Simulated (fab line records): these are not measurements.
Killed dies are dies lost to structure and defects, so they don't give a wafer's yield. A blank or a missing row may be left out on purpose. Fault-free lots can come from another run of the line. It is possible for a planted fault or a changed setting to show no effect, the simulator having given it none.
Chamber matching + flow n5-finfet + pecvd-04 running N5_BEOL_M13_DEP_53: 3 sister chambers
The step deposits SiCN from 3MS/NH3, target thk 50 nm, time 17.8 s. 6 wafers are shown with their chamber, then 8 later ones without.

## WAFERS PAIRED WITH THEIR CHAMBERS
| wafer  | chamber | throttle-valve-pct (%) | showerhead-plenum-p-Torr (Torr) |
|--------|---------|------------------------|---------------------------------|
| L077.6 | 0       | 18.5                   | 4.160                           |
| L084.6 | 1       | 18.4                   | 4.132                           |
| L086.1 | 2       | 16.5                   | 4.155                           |
| L086.3 | 0       | 18.4                   | 4.157                           |
| L086.6 | 2       | 16.8                   | 4.156                           |
| L090.3 | 1       | 18.4                   | 4.141                           |

## WAFERS WITHOUT THEIR CHAMBER
| wafer  | throttle-valve-pct (%) | showerhead-plenum-p-Torr (Torr) |
|--------|------------------------|---------------------------------|
| L090.4 | 18.5                   | 4.151                           |
| L090.6 | 18.7                   | 4.133                           |
| L094.2 | 18.4                   | 4.139                           |
| L094.3 | 18.4                   | 4.158                           |
| L094.6 | 18.4                   | 4.125                           |
| L096.4 | 18.5                   | 4.149                           |
| L096.5 | 18.4                   | 4.147                           |
| L096.6 | 16.9                   | 4.158                           |

## CHAMBER TAKEN BY EACH
| wafer  | from the rows above     | in truth |
|--------|-------------------------|----------|
| L090.4 | can't be placed: 0 or 1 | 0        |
| L090.6 | 1                       | 1        |
| L094.2 | 1                       | 1        |
| L094.3 | 0                       | 0        |
| L094.6 | 1                       | 1        |
| L096.4 | can't be placed: 0 or 1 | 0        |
| L096.5 | can't be placed: 1 or 0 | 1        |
| L096.6 | 2                       | 2        |
5 of 8 placed correctly. Not placeable from these rows: 3 (in 3, the candidates include the true chamber). Placed wrongly: 0.
How it was worked out, from the rows above alone: a wafer's distance from a chamber is the root of the sum, over the readings, of the square of ((its reading less the chamber's mean) divided by the reading's scatter). The wafer belongs to the nearest chamber; if the next one is less than 2 further off, it can't be placed. A chamber's mean is the mean of its shown wafers. The scatter: the root of (the sum of the squares of (reading less its chamber's mean) over the shown wafers, divided by (wafers less chambers)).
